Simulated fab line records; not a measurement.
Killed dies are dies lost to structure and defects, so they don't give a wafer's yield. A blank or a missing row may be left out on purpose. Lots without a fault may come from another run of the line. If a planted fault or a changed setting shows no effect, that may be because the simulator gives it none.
Commonality check across tools + flow nand harc + Lots sampled 2, wafers sampled 6

## WHY IT WAS OPENED
Flagged at NHARC_END_SORT_01: reading killed at periphery, on 2 of 2 lots. Wafers without a fault read 4, standard deviation 3.1.
Rule: a lot gets a flag if all its wafers with a number sit over 4 standard deviations from that mean, or if no wafer of it has a number. All remaining lots are regarded as sound.

| lot  | measured     | on        | killed at periphery, wafer by wafer | flag    |
|------|--------------|-----------|-------------------------------------|---------|
| L649 | day 26 19:14 | prober-01 | 599 633 596                         | FLAGGED |
| L651 | day 26 23:59 | prober-02 | 645 651 655                         | FLAGGED |
Flagged lots average 630: +626 relative to the usual, that is +99 or more standard deviations.

## WHICH TOOL EACH LOT WENT THROUGH
The record holds 4 process steps before the reading, out of a route of 1302 steps. Every cell lists first the tool, next ch and the chambers used by the sampled wafers, and last the start.
| lot  | flag    | NHARC_P_GATE_ETCHBACK_37                     | NHARC_P_GATE_DESCUM_61            | NHARC_P_GATE_RTA_64        | NHARC_P_CONTACT_DEP_00 |
|------|---------|----------------------------------------------|-----------------------------------|----------------------------|------------------------|
| L649 | FLAGGED | rie diel-05 ch 0,1,3, day 7 08:06 or earlier | rie diel-09 ch 0,1,3, day 7 08:06 | rtp anneal-01, day 7 13:11 | no row                 |
| L651 | FLAGGED | rie diel-05 ch 1,2, day 7 22:22 or earlier   | rie diel-05 ch 0,2,3, day 7 22:22 | rtp anneal-01, day 8 01:44 | no row                 |
What the steps here do:
- NHARC_P_GATE_ETCHBACK_37: etches the open film in CHF3/O2, target depth 34.5 nm, time 17.2 s.
- NHARC_P_GATE_DESCUM_61: chemistry O2, time 3 s.
- NHARC_P_GATE_RTA_64: time 1 s.
- NHARC_P_CONTACT_DEP_00: deposits SiO2, target thk 500 nm.
- NHARC_END_SORT_01

## FLAGGED OVER TOTAL, TOOL BY TOOL (the gauges that took the reading come last)
| step                     | tool          | lots run | flagged | share of the flagged lots | sound lots run after its first flagged lot |
|--------------------------|---------------|----------|---------|---------------------------|--------------------------------------------|
| NHARC_P_GATE_ETCHBACK_37 | rie diel-05   | 2        | 2       | all                       | 0                                          |
| NHARC_P_GATE_DESCUM_61   | rie diel-05   | 1        | 1       | some                      | 0                                          |
| NHARC_P_GATE_DESCUM_61   | rie diel-09   | 1        | 1       | some                      | 0                                          |
| NHARC_P_GATE_RTA_64      | rtp anneal-01 | 2        | 2       | all                       | 0                                          |
| NHARC_END_SORT_01        | prober-01     | 1        | 1       | some                      | 0                                          |
| NHARC_END_SORT_01        | prober-02     | 1        | 1       | some                      | 0                                          |
Because NHARC_P_GATE_ETCHBACK_37 lacks a start for some lots, the hours and order of its lots are taken from NHARC_P_GATE_DESCUM_61.

## WHAT THE TABLE ALLOWS
Rows of the table that ran all the flagged lots, 2 in number: rie diel-05 at NHARC_P_GATE_ETCHBACK_37; rtp anneal-01 at NHARC_P_GATE_RTA_64.
- rie diel-05 at NHARC_P_GATE_ETCHBACK_37 ran 2 lots, 2 of them flagged. In this sample it ran no sound lot ahead of its first flagged lot, so there is no way to narrow down the start.
- rtp anneal-01 at NHARC_P_GATE_RTA_64 ran 2 lots, 2 of them flagged. In this sample it ran no sound lot ahead of its first flagged lot, so there is no way to narrow down the start.
Counting lots can't tell these 2 tools apart, because each fits a fault that began at some hour. More lots, or a look at what each step does to the wafer, might.

## WHAT HAD BEEN PUT IN BY THE SIMULATOR
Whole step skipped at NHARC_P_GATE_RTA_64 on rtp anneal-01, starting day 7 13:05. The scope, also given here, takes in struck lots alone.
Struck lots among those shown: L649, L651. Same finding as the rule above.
